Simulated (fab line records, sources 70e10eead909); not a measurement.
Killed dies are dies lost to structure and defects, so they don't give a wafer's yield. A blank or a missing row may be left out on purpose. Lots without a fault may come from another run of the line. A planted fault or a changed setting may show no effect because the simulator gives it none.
Chamber matching | flow nand_harc | NHARC_P_M1_ETCH_15 on rie_diel-12: 4 sister chambers
The step etches the open film in C4F8/Ar, target depth 182.5 nm, time 91.2 s. 7 wafers are shown with their chamber, then 7 later ones without.

WAFERS WITH THEIR CHAMBER
wafer  | chamber | run_length_s (s) | rf_vpp_V (V)
L155.3 | 0       | 113.1            | 444.8
L159.3 | 3       | 112.6            | 438.2
L159.4 | 0       | 113.1            | 443.8
L162.1 | 3       | 112.9            | 438.0
L162.4 | 1       | 112.9            | 440.7
L167.2 | 2       | 111.4            | 442.2
L167.5 | 2       | 111.6            | 441.2

WAFERS WITHOUT THEIR CHAMBER
wafer  | run_length_s (s) | rf_vpp_V (V)
L167.6 | 112.9            | 441.0
L172.3 | 111.6            | 442.5
L172.4 | 112.8            | 443.5
L172.6 | 111.7            | 442.7
L178.2 | 113.5            | 443.5
L178.4 | 113.7            | 439.7
L178.6 | 112.8            | 439.3

WHICH CHAMBER EACH WENT THROUGH
wafer  | from the rows above     | in truth
L167.6 | 1                       | 1
L172.3 | 2                       | 2
L172.4 | 0                       | 0
L172.6 | 2                       | 2
L178.2 | 0                       | 0
L178.4 | can't be placed: 1 or 3 | 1
L178.6 | can't be placed: 3 or 1 | 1
Placed correctly: 5 of 7. Can't be placed from these rows: 2 (the true chamber is among the candidates in 2). Placed wrongly: 0.
How it was worked out, from the rows above alone: a wafer's distance from a chamber is the root of the sum, over the readings, of the square of ((its reading less the chamber's mean) divided by the reading's scatter). The wafer belongs to the nearest chamber; if the next one is less than 2 further off, it can't be placed. A chamber's mean is the mean of its shown wafers. The scatter: the root of (the sum of the squares of (reading less its chamber's mean) over the shown wafers, divided by (wafers less chambers)).
